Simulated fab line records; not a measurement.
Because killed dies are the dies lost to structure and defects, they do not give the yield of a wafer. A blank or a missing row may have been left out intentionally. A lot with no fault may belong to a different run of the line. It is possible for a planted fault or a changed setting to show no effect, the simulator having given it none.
Chamber matching :: flow n5 finfet :: ald metal-01 running N5_BEOL_M2_ALD_84: 4 sister chambers
The step deposits TaN, pulse time 2 s, purge time 3 s, co reactant purge time 2 s. 8 wafers are shown with their chamber, then 12 later ones without.

WAFERS, EACH WITH ITS CHAMBER
wafer: L087.2
chamber: 2
heater power w (W): 477

wafer: L087.3
chamber: 0
heater power w (W): 406

wafer: L090.1
chamber: 0
heater power w (W): 402

wafer: L090.2
chamber: 3
heater power w (W): 390

wafer: L090.3
chamber: 1
heater power w (W): 473

wafer: L092.1
chamber: 1
heater power w (W): 469

wafer: L092.3
chamber: 2
heater power w (W): 491

wafer: L092.4
chamber: 3
heater power w (W): 393

WAFERS WITH NO CHAMBER GIVEN
wafer: L094.2
heater power w (W): 489

wafer: L094.3
heater power w (W): 457

wafer: L094.5
heater power w (W): 390

wafer: L093.2
heater power w (W): 452

wafer: L093.4
heater power w (W): 399

wafer: L093.6
heater power w (W): 409

wafer: L096.1
heater power w (W): 468

wafer: L096.4
heater power w (W): 392

wafer: L096.6
heater power w (W): 495

wafer: L097.2
heater power w (W): 394

wafer: L097.5
heater power w (W): 385

wafer: L097.6
heater power w (W): 485

CHAMBER TAKEN BY EACH
wafer: L094.2
from the rows above: 2
in truth: 2

wafer: L094.3
from the rows above: 1
in truth: 1

wafer: L094.5
from the rows above: 3
in truth: 3

wafer: L093.2
from the rows above: 1
in truth: 1

wafer: L093.4
from the rows above: can't be placed: 0 or 3
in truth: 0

wafer: L093.6
from the rows above: 0
in truth: 0

wafer: L096.1
from the rows above: 1
in truth: 1

wafer: L096.4
from the rows above: 3
in truth: 3

wafer: L096.6
from the rows above: 2
in truth: 2

wafer: L097.2
from the rows above: can't be placed: 3 or 0
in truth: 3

wafer: L097.5
from the rows above: 3
in truth: 3

wafer: L097.6
from the rows above: 2
in truth: 2
Placed correctly: 10 of 12. Can't be placed from these rows: 2 (the true chamber is among the candidates in 2). 0 placed wrongly.
How it was worked out, from the rows above alone: a wafer's distance from a chamber is the root of the sum, over the readings, of the square of ((its reading less the chamber's mean) divided by the reading's scatter). If the next closest chamber is less than 2 further off than the closest, the wafer can't be placed; otherwise it belongs to the closest. A chamber's mean is the mean of its shown wafers. How the scatter is found: for the shown wafers, subtract from each reading the mean of its chamber, square and add these, divide the total by (wafers less chambers), then take the root.
